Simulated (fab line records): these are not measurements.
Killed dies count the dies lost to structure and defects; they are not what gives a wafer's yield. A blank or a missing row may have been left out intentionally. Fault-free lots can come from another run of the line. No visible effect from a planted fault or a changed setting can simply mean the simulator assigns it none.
Chamber matching || flow n5-finfet || N5_BEOL_M0_SAQP_ETCH_106 on rie-diel-05 has 4 sister chambers
The step etches SOC in N2/H2, stops on SiNx, target depth 150 nm. 4 wafers are shown with their chamber, then 8 later ones without.

WAFERS PAIRED WITH THEIR CHAMBERS
{"wafer": "L082.6", "chamber": 1, "showerhead-plenum-p-Torr (Torr)": 2.35}
{"wafer": "L088.4", "chamber": 3, "showerhead-plenum-p-Torr (Torr)": 2.43}
{"wafer": "L088.5", "chamber": 2, "showerhead-plenum-p-Torr (Torr)": 2.61}
{"wafer": "L089.1", "chamber": 0, "showerhead-plenum-p-Torr (Torr)": 2.40}

WAFERS MISSING THEIR CHAMBER
{"wafer": "L089.2", "showerhead-plenum-p-Torr (Torr)": 2.61}
{"wafer": "L089.6", "showerhead-plenum-p-Torr (Torr)": 2.61}
{"wafer": "L091.2", "showerhead-plenum-p-Torr (Torr)": 2.40}
{"wafer": "L091.4", "showerhead-plenum-p-Torr (Torr)": 2.40}
{"wafer": "L091.5", "showerhead-plenum-p-Torr (Torr)": 2.61}
{"wafer": "L095.3", "showerhead-plenum-p-Torr (Torr)": 2.40}
{"wafer": "L095.5", "showerhead-plenum-p-Torr (Torr)": 2.60}
{"wafer": "L095.6", "showerhead-plenum-p-Torr (Torr)": 2.43}

CHAMBER TAKEN BY EACH
{"wafer": "L089.2", "from the rows above": 2, "in truth": 2}
{"wafer": "L089.6", "from the rows above": 2, "in truth": 2}
{"wafer": "L091.2", "from the rows above": 0, "in truth": 0}
{"wafer": "L091.4", "from the rows above": 0, "in truth": 0}
{"wafer": "L091.5", "from the rows above": 2, "in truth": 2}
{"wafer": "L095.3", "from the rows above": 0, "in truth": 0}
{"wafer": "L095.5", "from the rows above": 2, "in truth": 2}
{"wafer": "L095.6", "from the rows above": 3, "in truth": 3}
Placed correctly: 8 of 8. Can't be placed from these rows: 0. 0 placed wrongly.
How it was worked out, from the rows above alone: a wafer's distance from a chamber is the root of the sum, over the readings, of the square of ((its reading less the chamber's mean) divided by the reading's scatter). The wafer belongs to the nearest chamber; if the next one is less than 2 further off, it can't be placed. A chamber's mean is the mean of its shown wafers. The scatter: root of mean squared gap, hidden wafer to nearest shown wafer, with one shown wafer a chamber.
